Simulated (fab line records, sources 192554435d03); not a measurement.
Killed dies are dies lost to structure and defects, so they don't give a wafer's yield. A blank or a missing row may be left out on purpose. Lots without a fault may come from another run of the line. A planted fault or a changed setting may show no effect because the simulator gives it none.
Chamber matching | flow n5_finfet | N5_HKMG_FIN_ALD_79 on ald_metal-04: 4 sister chambers
The step deposits TiN, target thk 1.5 nm, pulse time 1 s, purge time 3 s. 8 wafers are shown with their chamber, then 7 later ones without.

WAFERS WITH THEIR CHAMBER
wafer  | chamber | heater_power_w (W) | precursor_pulse_height_rel
L077.6 | 2       | 992                | 0.973
L081.1 | 2       | 983                | 1.000
L081.4 | 1       | 938                | 0.993
L083.4 | 3       | 896                | 0.978
L083.5 | 1       | 943                | 0.977
L083.6 | 0       | 815                | 1.037
L090.2 | 3       | 910                | 0.980
L090.3 | 0       | 823                | 0.976

WAFERS WITHOUT THEIR CHAMBER
wafer  | heater_power_w (W) | precursor_pulse_height_rel
L090.5 | 817                | 0.999
L091.2 | 914                | 0.994
L091.5 | 970                | 0.988
L091.6 | 932                | 0.988
L096.1 | 971                | 1.000
L096.2 | 899                | 1.013
L096.3 | 841                | 0.991

WHICH CHAMBER EACH WENT THROUGH
wafer  | from the rows above     | in truth
L090.5 | 0                       | 0
L091.2 | 3                       | 3
L091.5 | can't be placed: 2 or 1 | 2
L091.6 | 1                       | 1
L096.1 | 2                       | 2
L096.2 | 3                       | 3
L096.3 | 0                       | 0
Placed correctly: 6 of 7. Can't be placed from these rows: 1 (the true chamber is among the candidates in 1). Placed wrongly: 0.
How it was worked out, from the rows above alone: a wafer's distance from a chamber is the root of the sum, over the readings, of the square of ((its reading less the chamber's mean) divided by the reading's scatter). The wafer belongs to the nearest chamber; if the next one is less than 2 further off, it can't be placed. A chamber's mean is the mean of its shown wafers. The scatter: the root of (the sum of the squares of (reading less its chamber's mean) over the shown wafers, divided by (wafers less chambers)).
